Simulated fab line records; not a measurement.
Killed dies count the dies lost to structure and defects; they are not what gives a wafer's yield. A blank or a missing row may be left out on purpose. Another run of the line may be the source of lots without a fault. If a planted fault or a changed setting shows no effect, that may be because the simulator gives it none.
Chamber matching :: flow nand harc :: NHARC_A_STAIRCASE_DEP_301 on pecvd-01: 3 sister chambers
The step deposits SiON, target thk 30 nm. 6 wafers are shown with their chamber, then 9 later ones without.

WAFERS PAIRED WITH THEIR CHAMBERS
wafer: L078.1
chamber: 2
heater power w (W): 688
susceptor temp C (C): 400.17

wafer: L083.1
chamber: 0
heater power w (W): 778
susceptor temp C (C): 399.74

wafer: L083.5
chamber: 1
heater power w (W): 799
susceptor temp C (C): 399.94

wafer: L088.2
chamber: 0
heater power w (W): 724
susceptor temp C (C): 400.20

wafer: L088.3
chamber: 1
heater power w (W): 820
susceptor temp C (C): 399.70

wafer: L088.4
chamber: 2
heater power w (W): 763
susceptor temp C (C): 399.75

WAFERS WITHOUT THEIR CHAMBER
wafer: L085.3
heater power w (W): 854
susceptor temp C (C): 400.42

wafer: L085.4
heater power w (W): 624
susceptor temp C (C): 399.73

wafer: L085.5
heater power w (W): 738
susceptor temp C (C): 400.16

wafer: L092.2
heater power w (W): 759
susceptor temp C (C): 399.91

wafer: L092.3
heater power w (W): 749
susceptor temp C (C): 400.27

wafer: L092.6
heater power w (W): 803
susceptor temp C (C): 400.10

wafer: L093.1
heater power w (W): 763
susceptor temp C (C): 399.86

wafer: L093.3
heater power w (W): 682
susceptor temp C (C): 399.93

wafer: L093.5
heater power w (W): 698
susceptor temp C (C): 399.90

THE CHAMBER EACH PASSED THROUGH
wafer: L085.3
from the rows above: can't be placed: 1 or 0 or 2
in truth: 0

wafer: L085.4
from the rows above: can't be placed: 2 or 0
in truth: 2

wafer: L085.5
from the rows above: can't be placed: 0 or 2 or 1
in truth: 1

wafer: L092.2
from the rows above: can't be placed: 0 or 2 or 1
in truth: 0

wafer: L092.3
from the rows above: can't be placed: 0 or 2 or 1
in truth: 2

wafer: L092.6
from the rows above: can't be placed: 1 or 0 or 2
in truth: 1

wafer: L093.1
from the rows above: can't be placed: 0 or 2 or 1
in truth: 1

wafer: L093.3
from the rows above: can't be placed: 2 or 0
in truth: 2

wafer: L093.5
from the rows above: can't be placed: 2 or 0
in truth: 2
Placed correctly: 0 of 9. From these rows, 9 cannot be placed; in 9 the true chamber is one of the candidates. Wrongly placed: 0.
How it was worked out, from the rows above alone: a wafer's distance from a chamber is the root of the sum, over the readings, of the square of ((its reading less the chamber's mean) divided by the reading's scatter). If the next closest chamber is less than 2 further off than the closest, the wafer can't be placed; otherwise it belongs to the closest. A chamber's mean is the mean of its shown wafers. The scatter is the square root of a quotient: the sum, over the shown wafers, of each reading's squared deviation from its chamber's mean, divided by wafers minus chambers.
